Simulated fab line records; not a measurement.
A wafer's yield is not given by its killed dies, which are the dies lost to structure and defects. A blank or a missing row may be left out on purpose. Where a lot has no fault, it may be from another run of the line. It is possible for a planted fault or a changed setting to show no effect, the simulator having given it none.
Chamber matching ; flow n5 finfet ; N5_BEOL_M1_ETCH_64 on rie diel-05 has 4 sister chambers
The step etches SOC in N2/H2, target depth 75 nm, overetch 15 nm, time 112.5 s. 8 wafers are shown with their chamber, then 9 later ones without.

EACH WAFER AND ITS CHAMBER
wafer;chamber;drypump motor current A (A);showerhead plenum p Torr (Torr)
L079.4;1;5.4;2.44
L081.4;3;5.1;2.41
L082.2;3;5.1;2.41
L082.4;2;5.1;2.50
L082.5;0;6.8;2.67
L083.1;2;5.0;2.50
L083.4;1;5.4;2.43
L083.5;0;6.8;2.67

WAFERS WHOSE CHAMBER IS MISSING
wafer;drypump motor current A (A);showerhead plenum p Torr (Torr)
L088.1;5.4;2.43
L088.2;6.8;2.66
L088.5;6.8;2.66
L089.1;5.4;2.43
L089.4;6.8;2.66
L089.5;6.8;2.66
L093.3;6.8;2.66
L093.5;5.1;2.72
L093.6;6.8;2.66

EACH ONE'S CHAMBER
wafer;from the rows above;in truth
L088.1;1;1
L088.2;0;0
L088.5;0;0
L089.1;1;1
L089.4;0;0
L089.5;0;0
L093.3;0;0
L093.5;0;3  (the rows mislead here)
L093.6;0;0
Correct placement for 8 of the 9. Not placeable from these rows: 0. Number placed wrongly: 1.
How it was worked out, from the rows above alone: a wafer's distance from a chamber is the root of the sum, over the readings, of the square of ((its reading less the chamber's mean) divided by the reading's scatter). If the next closest chamber is less than 2 further off than the closest, the wafer can't be placed; otherwise it belongs to the closest. Each chamber's mean is taken over the wafers shown for it. The scatter: take each reading less its chamber's mean, square it, sum over the shown wafers, divide by the number of wafers less the number of chambers, and take the root.
